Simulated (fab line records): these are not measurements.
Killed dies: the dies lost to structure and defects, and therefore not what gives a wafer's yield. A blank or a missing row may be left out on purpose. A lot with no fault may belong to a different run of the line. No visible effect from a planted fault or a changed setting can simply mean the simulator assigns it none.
fab line records | flow n5Finfet
record lots=3 | wafers=8 | lastDay=16
route steps=1938 shown BEOL_M0@742 BEOL_M1@751 BEOL_M4@1111 PASSIVATION@1936
lots that met no fault: taken from a fault-free run of the same line
startH: hours from the record's opening day to when the first of the lot's shown wafers began | waitH: how many hours have passed since the lot's step before this one | " identical to the entry in the row above | L1.1+2: a row that stands for several wafers | - no value present, or no start provided | * or withheld: withheld | < > ~ a bound
route shown NAME@n: names a module that has steps shown in the file, with the first one's number in the route | usual: mean/standard deviation taken from wafers without a fault | same: alike in all rows | chamber/n: place in a boat | sites: each site's reading | _std_site: their standard deviation | _edge_site: mean of outer sites minus mean of inner sites | radiusMm: for every site, how far away it sits from the centre of the wafer | mask NAME#n: copy n | behind: the most recent tool/chamber to have shaped the wafer | hold: why the lot was held/for how many hours/how that ended | device: transistor that didn't switch, given as n, p or np | end of line: the route-end tests of the same wafers | a step with no rows: only its recipe | killed: the dies lost at the first sort to structure and to defects; this is not the yield of the wafer | map: dies across one wafer; x = killed, . = not, _ = none there
set.NAME: setting as actually run; set.NAME@STEP: the setting as run at that earlier step | model.NAME: the simulator's own value behind a step, which no gauge read
a table for each step, a row for each wafer; lots at some steps of the route
services: when a tool's chamber went out of use (startH, in hours from the record's first day, below 0 if earlier), for how many hours, and the reason
## steps
# step N5_BEOL_M0_ANNEAL_119
# recipe tempC=225 | timeS=90 | ambient=N2
# step N5_BEOL_M0_CMP_120
# recipe stopOn=SiOC | tOverpolishS=6.9 | downForcePsi=1 | platenRpm=50 | clearingPlatenDownForcePsi=1.5 | clearingPlatenRpm=50 | postCmpClean=cuAlkaline | clearingPlatenPadVelocityMS=0.99484 | padVelocityMS=0.99484
# step N5_BEOL_M0_PRE_CLEAN_131
# recipe gas=NH3/H2 | timeS=15 | tempC=* | rfPowerW=300
# step N5_BEOL_M0_CO_CAP_123
# recipe material=Co | targetThkA=20 | tempC=200 | precursor=CCTBA/H2 | pressureTorr=30 | timeS=102.1
# step N5_BEOL_M0_PRE_CLEAN_124
# recipe gas=NH3 | timeS=15 | tempC=withheld | rfPowerW=300
# step N5_BEOL_M0_DEP_125
# recipe material=SiCN | targetThkA=80 | tempC=withheld | precursor=3MS/NH3 | pressureTorr=3 | rfW=202 | timeS=14
# step N5_BEOL_M1_ILD_DEP_00
# recipe material=SiOC | targetThkA=790 | tempC=350 | precursor=DEMS/O2 | pressureTorr=5 | rfW=500 | timeS=15.3
# step N5_BEOL_M1_PECVD_72
# recipe material=SiO2 | targetThkA=160 | tempC=400 | precursor=TEOS/O2 | pressureTorr=5.5 | rfW=450 | teosFlowSccm=53.8 | gas=O2 | flowSccm=3000 | timeS=18
# step N5_BEOL_M1_HM_DEP_02
# recipe material=TiN | targetThkA=200 | tempC=25 | chamberPressurePa=0.49996
# usual throttleValvePct=29.8/1.1
lot.wafer | tool          | chamber | startH | waitH | throttleValvePct | model.TiN_of_BEOL_M1_HM_DEP_02.thkNm
L319.2    | pvdSputter-01 | -       | 129.13 | 0.4   | 30.0             | 20.2
L319.4    | "             | -       | "      | "     | 29.9             | 20.4
L319.5    | "             | -       | "      | "     | 27.4             | 20
L328.5    | pvdSputter-01 | -       | 171.99 | 2.5   | 30.5             | 29.6
L328.6    | "             | -       | "      | "     | 29.7             | 20.4
L335.1    | pvdSputter-03 | -       | 221.62 | 0.6   | 29.7             | 20
L335.3    | "             | -       | "      | "     | 31.8             | 20.4
L335.6    | "             | -       | "      | "     | 29.6             | 20.2
# step N5_BEOL_M1_COAT_61
# recipe resist=SOC | tempC=250 | timeS=60 | spinRpm=1500 | resistThkNm=60
# step N5_BEOL_M1_COAT_62
# recipe resist=SiARC | tempC=220 | timeS=60 | spinRpm=1500 | resistThkNm=12
# step N5_BEOL_M1_COAT_73
# recipe resist=underlayer | tempC=205 | timeS=60 | spinRpm=1500 | resistThkNm=5
# step N5_BEOL_M1_COAT_05
# recipe resist=CAR-EUV | spinRpm=1500 | resistThkNm=30
# step N5_BEOL_M1_EBR_07
# recipe solvent=PGMEA | ebrWidthMm=1.5
# step N5_BEOL_M1_SOFTBAKE_06
# recipe tempC=110 | timeS=60 | resist=CAR-EUV
# step N5_BEOL_M1_EXPOSE_08
# recipe maskId=M1 | na=0.33 | sourceShape=dipole | sigmaInner=0.369 | sigmaOuter=0.767 | polarization=unpolarized | doseMj=33
# step N5_BEOL_M1_PEB_09
# recipe pebTempC=100 | pebTimeS=60 | resist=CAR-EUV
# step N5_BEOL_M1_DEVELOP_10
# recipe developTimeS=30 | developer=TMAH | resist=CAR-EUV | rinseLiquid=surfactantRinse | dry=airSpin | devTempC=23
# step N5_BEOL_M1_DESCUM_16
# recipe chemistry=O2 | timeS=7 | sourcePowerW=50 | biasPowerW=20 | pressureMtorr=20 | rfFrequencyHz=2.712e+07 | tempC=40 | resist=CAR-EUV | o2FlowSccm=225
# step N5_BEOL_M1_ETCH_74
# recipe chemistry=N2/H2 | target=underlayer | targetDepthA=65 | maskMaterial=CAR-EUV | timeS=5.2 | ionEnergyEv=200 | pressureMtorr=30 | sourceW=840 | biasW=150 | n2FlowSccm=200 | h2FlowSccm=200 | ends=cleared
# step N5_BEOL_M1_ETCH_63
# recipe chemistry=CF4 | target=SiARC | targetDepthA=156 | maskMaterial=CAR-EUV | timeS=26 | ionEnergyEv=80 | pressureMtorr=40 | sourceW=545 | biasW=36 | Ar_flow_sccm=100 | cf4FlowSccm=100 | ends=cleared
# step N5_BEOL_M1_ETCH_64
# recipe chemistry=N2/H2 | target=SOC | targetDepthA=750 | overetchA=150 | maskMaterial=SiARC | tempC=40 | timeS=112.5 | ionEnergyEv=200 | pressureMtorr=30 | sourceW=840 | biasW=150 | n2FlowSccm=200 | h2FlowSccm=200
# step N5_BEOL_M1_STRIP_65
# recipe chemistry=N2/H2 | tempC=40 | n2FlowSccm=200 | h2FlowSccm=200 | rfFrequencyHz=6e+07
# step N5_BEOL_M1_STRIP_75
# recipe chemistry=N2/H2 | tempC=40 | n2FlowSccm=200 | h2FlowSccm=200 | rfFrequencyHz=6e+07
# step N5_BEOL_M1_STRIP_66
# recipe chemistry=CF4 | resist=SiARC | powerW=300 | biasPowerW=75 | pressureMtorr=50 | cf4FlowSccm=150 | rfFrequencyHz=6e+07
# step N5_BEOL_M1_HM_OPEN_17
# recipe chemistry=Cl2/BCl3 | targetDepthA=200 | overetchA=60 | target=TiN | maskMaterial=SOC | ionEnergyEv=150 | pressureMtorr=10 | icpW=1000 | biasW=126 | Cl2_flow_sccm=53.25 | bcl3FlowSccm=21.75 | Ar_flow_sccm=25
# usual chamberPressureMTorr=9.999/0.0092 | drypumpMotorCurrentA=6.0/0.53 | oesProductAu=0.63/0.076 | throttleValvePct=22.1/0.32
lot.wafer | tool        | chamber | startH | waitH | chamberPressureMTorr | drypumpMotorCurrentA | oesProductAu | rfHoursCounterH | throttleValvePct | model.etch.depthNm
L319.2    | rieMetal-01 | 0       | 129.89 | 0.0   | 9.995                | 5.4                  | 0.77         | 9               | 21.6             | 20.12
L319.4    | "           | 0       | "      | "     | 9.991                | 5.4                  | 0.78         | -               | 21.6             | 20.32
L319.5    | "           | 0       | "      | "     | 10.007               | 5.4                  | 0.77         | -               | 21.6             | 19.95
L328.5    | rieMetal-03 | 1       | 173.25 | 0.1   | 10.011               | 6.1                  | 0.78         | -               | 21.9             | 26.66
L328.6    | "           | 0       | "      | "     | 10.003               | 6.2                  | 0.58         | -               | 21.9             | 20.3
L335.1    | rieMetal-02 | 1       | 222.52 | 0.0   | 10.004               | 6.6                  | 0.70         | 23              | 22.0             | 20.08
L335.3    | "           | 1       | "      | "     | 10.001               | 6.6                  | 0.71         | -               | 22.0             | 20.36
L335.6    | "           | 1       | "      | "     | 10.000               | 6.6                  | 0.70         | -               | 22.0             | 20.18
# step N5_BEOL_M1_STRIP_19
# recipe chemistry=O2 | powerW=400 | tempC=40 | pressureMtorr=30 | rfFrequencyHz=6e+07 | biasPowerW=0 | overashFraction=0.2 | o2FlowSccm=225
# step N5_BEOL_M1_COAT_67
# recipe resist=SOC | tempC=250 | timeS=60 | spinRpm=1500 | resistThkNm=60
# step N5_BEOL_M1_COAT_68
# recipe resist=SiARC | tempC=220 | timeS=60 | spinRpm=1500 | resistThkNm=12
# step N5_BEOL_M1_COAT_76
# recipe resist=underlayer | tempC=205 | timeS=60 | spinRpm=1500 | resistThkNm=5
# step N5_BEOL_M1_COAT_22
# recipe resist=CAR-EUV | spinRpm=1500 | resistThkNm=30
# step N5_BEOL_M1_EBR_24
# recipe solvent=PGMEA | ebrWidthMm=1.5
# step N5_BEOL_M1_SOFTBAKE_23
# recipe tempC=110 | timeS=60 | resist=CAR-EUV
# step N5_BEOL_M1_EXPOSE_25
# recipe maskId=V0 | na=0.33 | sourceShape=quasar | sigmaInner=0.2 | sigmaOuter=0.8 | polarization=unpolarized | defocusNm=5 | targetCdNm=24 | doseMj=63
# step N5_BEOL_M1_TRENCH_ETCH_37
# recipe chemistry=C4F6/O2 | targetDepthA=552.07 | target=SiOC | timeS=29 | ionEnergyEv=250 | pressureMtorr=30 | sourceW=355 | biasW=185 | Ar_flow_sccm=300 | C4F6_flow_sccm=10 | O2_flow_sccm=10
# usual chamberPressureMTorr=30.002/0.027 | drypumpMotorCurrentA=5.8/0.44 | oes_o_777_au=0.79/0.08 | oesProductAu=0.79/0.086 | rfVppV=667/10 | showerheadPlenumPTorr=2.83/0.065 | throttleValvePct=20.90/0.28
lot.wafer | tool       | chamber | startH | waitH | chamberPressureMTorr | drypumpMotorCurrentA | oes_o_777_au | oesProductAu | rfHoursCounterH | rfVppV | showerheadPlenumPTorr | throttleValvePct | model.TiN_of_BEOL_M1_HM_DEP_02.thkNm
L319.2    | rieDiel-02 | 3       | -      | -     | 29.985               | 6.3                  | 0.82         | 0.86         | 55              | 679    | 2.89                  | 20.86            | 17.8
L319.4    | "          | 0       | "      | "     | 30.019               | 5.0                  | 0.90         | 0.90         | -               | 671    | 2.78                  | 20.72            | 18
L319.5    | "          | 3       | "      | "     | 29.983               | 6.3                  | 0.83         | 0.87         | -               | 681    | 2.89                  | 20.87            | 17.6
L328.5    | rieDiel-06 | 0       | -      | -     | 30.032               | 5.6                  | 0.99         | 0.97         | -               | 661    | 2.83                  | 21.07            | 27.4
L328.6    | "          | 1       | "      | "     | 29.999               | 5.5                  | 0.72         | 0.73         | -               | 678    | 2.81                  | 20.30            | 18
L335.1    | rieDiel-02 | 1       | -      | -     | 29.943               | 5.8                  | 0.98         | 1.00         | 1               | 666    | 2.79                  | 21.03            | 17.8
L335.3    | "          | 0       | "      | "     | 30.073               | 5.0                  | 0.84         | 0.83         | 64              | 670    | 2.77                  | 20.78            | 18
L335.6    | "          | 0       | "      | "     | 30.006               | 5.0                  | 0.84         | 0.84         | -               | 671    | 2.77                  | 20.78            | 17.8
# step N5_BEOL_M1_OCD_MEAS_38
# usual trenchDepthNm=55.3/1.1
lot.wafer | tool   | chamber | startH | waitH | trenchDepthNm
L319.2    | ocd-02 | -       | 134.74 | -     | 56.6
L319.4    | "      | -       | "      | "     | 56.4
L319.5    | "      | -       | "      | "     | 57.3
L328.5    | ocd-02 | -       | 196.43 | -     | 16.7
L328.6    | "      | -       | "      | "     | 54.1
L335.1    | ocd-02 | -       | 232.59 | -     | 55.2
L335.3    | "      | -       | "      | "     | 54.9
L335.6    | "      | -       | "      | "     | 55.8
# step N5_BEOL_M1_THK_MEAS_53
# recipe thkMeasGauge=xrf | reads=Cu_of_BEOL_M1_ECD_50
# usual M1_THK=41.1/1.9
lot.wafer | tool         | chamber | startH | waitH | M1_THK[nm]
L319.2    | filmMetro-01 | -       | 140.34 | -     | 38.5
L319.4    | "            | -       | "      | "     | 39.6
L319.5    | "            | -       | "      | "     | 41.0
L328.5    | filmMetro-02 | -       | 200.13 | -     | -
L328.6    | "            | -       | "      | "     | 43.1
L335.1    | filmMetro-02 | -       | 236.35 | -     | 42.6
L335.3    | "            | -       | "      | "     | 40.6
L335.6    | "            | -       | "      | "     | 41.8
# step N5_BEOL_M1_RS_MEAS_58
# recipe thkMeasGauge=four-point-probe | reads=Co_of_BEOL_M1_CO_CAP_55+Cu_of_BEOL_M1_ECD_50+Co_of_BEOL_M1_CVD_47+TaN_of_BEOL_M1_ALD_84
# usual M1_RS=0.66/0.038
lot.wafer | tool         | chamber | startH | waitH | M1_RS[ohm/sq]
L319.2    | filmMetro-01 | -       | 140.60 | 0.1   | 0.71
L319.4    | "            | -       | "      | "     | 0.69
L319.5    | "            | -       | "      | "     | 0.66
L328.5    | filmMetro-01 | -       | 200.45 | 0.0   | -
L328.6    | "            | -       | "      | "     | 0.62
L335.1    | filmMetro-01 | -       | 236.64 | 0.1   | 0.63
L335.3    | "            | -       | "      | "     | 0.68
L335.6    | "            | -       | "      | "     | 0.65
# step N5_BEOL_M4_RC_MEAS_101
# usual DIBL_N=35.3/1.5 | DIBL_P=35.3/1.9 | IOFF_N=0.145/0.027 | IOFF_P=0.20/0.033 | ION_N=670/12 | ION_P=462/6.8 | SS_N=71.3/0.6 | SS_P=73.1/0.7 | VT_N=251/3.4 | VT_P=-251/3.2
lot.wafer | tool      | chamber | startH | waitH | DIBL_N[mV/V] | DIBL_P[mV/V] | IOFF_N[nA/um] | IOFF_P[nA/um] | ION_N[uA/um] | ION_P[uA/um] | SS_N[mV/dec] | SS_P[mV/dec] | VT_N[mV] | VT_P[mV]
L319.2    | prober-02 | 0       | 182.86 | 0.2   | 36.5         | 37.2         | 0.178         | 0.23          | 683          | 470          | 72.0         | 73.3         | 246      | -248
L319.4    | "         | 0       | "      | "     | 36.0         | 36.1         | 0.167         | 0.21          | 687          | 468          | 70.9         | 72.7         | 246      | -249
L319.5    | "         | 0       | "      | "     | 33.9         | 32.9         | 0.127         | 0.16          | 666          | 459          | 70.8         | 72.3         | 250      | -252
L328.6    | prober-01 | 0       | 241.21 | 0.8   | 36.8         | 36.4         | 0.163         | 0.23          | 661          | 463          | 72.3         | 73.4         | 251      | -249
L335.1    | prober-01 | 0       | 277.53 | 0.0   | 35.3         | 34.7         | 0.162         | 0.21          | 678          | 466          | 71.5         | 73.7         | 248      | -251
L335.3    | "         | 0       | "      | "     | 36.4         | 35.0         | 0.179         | 0.22          | 690          | 465          | 71.5         | 73.6         | 247      | -252
L335.6    | "         | 0       | "      | "     | 34.8         | 33.2         | 0.136         | 0.18          | 666          | 465          | 71.2         | 72.9         | 252      | -251
# step N5_PASSIVATION_PROBE_49
# usual defectLimitedYield=91.2/1.5 | killed_at_M0_to_M3=34/11 | killed_at_M4_up=14/5.4 | killedAtContacts=12/5.9 | killedAtFrontEnd=40/12 | killedAtOther=4/3.3 | killedDies=103/18 | killedOnRim=14/4.1 | killedOpen=68/13 | killedShort=34/7.5 | sort_bin_5_function=5.1/1 | sort_bin_6_memory=3.3/0.7 | sortNPass=1076/18 | sortYieldPct=91.2/1.5
# same grossDies=1180 | killedAtBackSide=0 | sort_bin_4_leakage[%]=0 | sort_bin_8_speed[%]=0
lot.wafer | tool      | chamber | startH | waitH | defectLimitedYield[%] | killed_at_M0_to_M3 | killed_at_M4_up | killedAtContacts | killedAtFrontEnd | killedAtOther | killedDies | killedOnRim | killedOpen | killedShort | sort_bin_5_function[%] | sort_bin_6_memory[%] | sortNPass | sortYieldPct[%]
L328.5    | prober-01 | -       | 347.27 | 0.2   | 27.0                  | 795                | 9               | 9                | 44               | 4             | 861        | 29          | 65         | 32          | 69.2                   | 3.4                  | 319       | 27.0
L335.1    | prober-01 | -       | 378.21 | 0.0   | 90.2                  | 42                 | 19              | 9                | 39               | 7             | 116        | 21          | 80         | 36          | 6.0                    | 3.4                  | 1064      | 90.2
L335.3    | prober-01 | -       | 378.31 | 0.1   | 92.6                  | 42                 | 8               | 4                | 27               | 6             | 87         | 11          | 60         | 27          | 4.5                    | 2.5                  | 1093      | 92.6
L335.6    | prober-01 | -       | 378.46 | 0.3   | 91.4                  | 52                 | 14              | 8                | 22               | 5             | 101        | 9           | 68         | 33          | 4.6                    | 3.9                  | 1079      | 91.4
# killed by level:class
L328.5 BEOL_M1:areaOpen=764 BEOL_M2:geometricParticle:open=12 FIN_SAQP:geometricParticle:short=8 FIN_SAQP:geometricParticle:open=7 MOL_CONTACT_COAG:geometricParticle:open=7 STI_FIN_REVEAL:geometricParticle:open=6 BEOL_M1:geometricParticle:open=6 BEOL_M4:geometricParticle:open=6
L335.1 BEOL_M3:geometricParticle:open=15 FIN_SAQP:geometricParticle:short=9 STI_FIN_REVEAL:geometricParticle:open=9 BEOL_M4:geometricParticle:open=8 BEOL_M0_SAQP:geometricParticle:open=7 BEOL_M2:geometricParticle:open=7 BEOL_M0_SAQP:geometricParticle:short=6 MOL_CONTACT_COAG:geometricParticle:open=5
L335.3 BEOL_M1:geometricParticle:open=11 BEOL_M2:geometricParticle:open=8 BEOL_M3:geometricParticle:open=7 STI_FIN_REVEAL:geometricParticle:open=4 GATE_CUT:geometricParticle:open=4 MOL_CONTACT_COAG:geometricParticle:open=4 BEOL_M0_SAQP:geometricParticle:short=4 MIM_TOP:geometricParticle:open=4
L335.6 BEOL_M3:geometricParticle:open=15 BEOL_M2:geometricParticle:open=12 BEOL_M0_SAQP:geometricParticle:open=9 MOL_CONTACT_COAG:geometricParticle:open=7 BEOL_M0_SAQP:geometricParticle:short=6 FIN_SAQP:geometricParticle:open=5 FIN_SAQP:geometricParticle:short=4 GATE_CUT:geometricParticle:short=4
# map L328.5 (x killed, . not)
_________________............________________
______________.........x...xx..._____________
___________.x.......x..............__________
__________..........x...x..x.....x.._________
________...xx.xxxxxx.x.x.xx...x......._______
_______...x.x.x..xxxxxx.x...x.x........______
______....xxx.xxxxxxxxxxxx..xx.x........_____
_____.xx.xxxxx.xxxxxxxxxx.x.x.xxxx.......____
____....x.xxxxxxxxxxxxxxxxxxxxxxxx...xx...___
___....xxxxxxxxxxxxxxxxxxxxxxxx.xxx.x......__
___.....xxxxxxxxxxxxxxxxxxxxxxxxxx.xx...x.x__
__.....xxxxxxxxxxxxxxxxxxxxxxxxxxxxxxxxxx.x._
__...x.xxxxxxxxxxxxxxxxxxxxxxxxxxxxxxx.xxxx._
_....xxxxxxxxxxxxxxxxxxxxxxxxxxxxxxxxxxxxx...
_....xxxxxxxxxxxxxxxxxxxxxxxxxxxxxxxxxxxxxxxx
_.x.xxxxxxxxxxxxxxxxxxxxxxxxxxxxxxxxxxxxxxxx.
_x..x.xxxxxxxxxxxxxxxxxxxxxxxxxxxxxxxxxxxxxxx
_...xxxx.xxxxxxxxxxxxxxxxxxxxxxxxxxxxxxxxxxxx
_..x.xxxxxxxxxxxxxxxxxxxxxxxxxxxxxxxxxxxxxxxx
_...xxxxxxxxxxxxxxxxxxxxxxxxxxxxxxxxxxxxxxxxx
_...xx.xxxxxxxxxxxxxxxxxxxxxxxxxxxxxxxxxxxxx.
__x.xxxxxxxxxxxxxxxxxxxxxxxxxxxxxxxxxxxxxxxx_
__...xxxxxxxxxxxxxxxxxxxxxxxxxxxxxxxxxxxxx.x_
___..x.xxxxxxxxxxxxxxxxxxxxxxxxxxxxx..x....__
___...xxx.xxxxxxxxxxxxxxxxxxxxxxxxx.x.xx...__
____....xxxxxxxxxxxxxxxxxxxxxxxxxxx.xxx...___
_____...xxxxxxxxxxxxxxxxxxxxxxxxxxx.xx...____
______x..xxxxx.xxxxxxxxxxxxxxxxxxx.x...._____
_______xxx.x.xxxx.xxxxxxxxxxxxxxxxx.x..______
________.xxxxxx.xxxx.xxxxxxxxxxxxx..x._______
__________.....xx.x...x.x..xxxxxx.xx_________
___________..x.x.x.x.xxxx.xxxxxxx..__________
______________..........xx.xx..._____________
_________________..........xx________________
# map L319.4 (x killed, . not)
_________________.xx...x.x...________________
______________..............x..._____________
___________......x..........x....x.__________
__________.....x.........x.........._________
________..........................xx.._______
_______.....x............x.............______
______.............x........x......x...._____
_____.........x..........x.............x.____
____.........x.x.x.......x.x......xx......___
___.....................x..................__
___.............x.............xx..x........__
__x..x..............x......x...........x...._
__..x.....................x...........x....._
_........x..........x.....................xx.
_..............x.............x....xx..x......
_..x.x....x.........x.................xx.....
_....x..........x...........................x
_...x.xx.............x.........x.............
_.......x....................x...............
_.............x..........xx..................
_..............x.............................
__...........x....x........x...........x...._
__..........x....x.........................._
___........................................__
___............x.x...x...x.............x...__
____......................x.......x.......___
_____........x................x....x..x..____
______......x.....................x....._____
_______.........x.....x....x..........x______
________.............x................_______
__________x.....x..x...x....x.....x._________
___________........................__________
______________......x..........._____________
_________________............________________
## services
tool          | chamber | startH | hours | kind
rieDiel-02    | -       | 113.36 | 0.2   | repair
rieDiel-02    | 1       | 122.10 | 29.3  | repair
rieDiel-06    | 3       | 134.11 | 4.1   | repair
pvdSputter-03 | -       | 152.30 | 1.4   | repair
rieMetal-03   | -       | 165.82 | 2.8   | pm
rieDiel-06    | 0       | 170.31 | -     | clean
rieDiel-06    | 0       | 170.31 | -     | consumableReplace:focusRing
rieDiel-06    | 0       | 170.31 | 24.4  | scheduledDown
rieDiel-06    | 0       | 170.31 | 24.4  | ventCycle
rieDiel-06    | -       | 176.96 | 1.2   | repair
rieDiel-06    | 2       | 204.70 | 3.3   | repair
rieDiel-02    | 1       | 208.27 | -     | clean
rieDiel-02    | 1       | 208.27 | -     | consumableReplace:focusRing
rieDiel-02    | 1       | 208.27 | 17.2  | scheduledDown
rieDiel-02    | 1       | 208.27 | 17.2  | ventCycle
## key
firstSign step=N5_BEOL_M1_OCD_MEAS_38 | reading=trenchDepthNm | direction=down | sigmas=35 | usual=55.3 | struck=16.7
effect step=N5_BEOL_M1_THK_MEAS_53 | reading=M1_THK | direction=missing
effect step=N5_BEOL_M1_RS_MEAS_58 | reading=M1_RS | direction=missing
effect step=N5_PASSIVATION_PROBE_49 | reading=killed_at_M0_to_M3 | direction=up | sigmas=68 | usual=34 | struck=795
modelEffect step=N5_BEOL_M1_HM_DEP_02 | value=TiN_of_BEOL_M1_HM_DEP_02.thkNm | without=19.6 | struck=29.6
modelEffect step=N5_BEOL_M1_HM_OPEN_17 | value=etch.depthNm | without=19.61 | struck=26.66
modelEffect step=N5_BEOL_M1_TRENCH_ETCH_37 | value=TiN_of_BEOL_M1_HM_DEP_02.thkNm | without=17.4 | struck=27.4
moreKillsBornAt N5_BEOL_M1_HM_OPEN_17@rieMetal-03=764
metAt N5_BEOL_M1_HM_DEP_02
struckWafers L328.5
laterRowsLeftOut L328.5
onsetBetween 129.13 171.99
fault kind=processParameterDrift | tool=pvdSputter-01 | chamber=- | onsetH=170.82 | steps=N5_BEOL_M1_HM_DEP_02 | channel=targetThkA | offset=* | shape=step | endH=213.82 | scope=struckWafersOnly | actsIn=* | stated=*
# laterRowsLeftOut: the simulator's readings of these wafers behind a module that went badly wrong aren't trusted and aren't shown, but for the sort
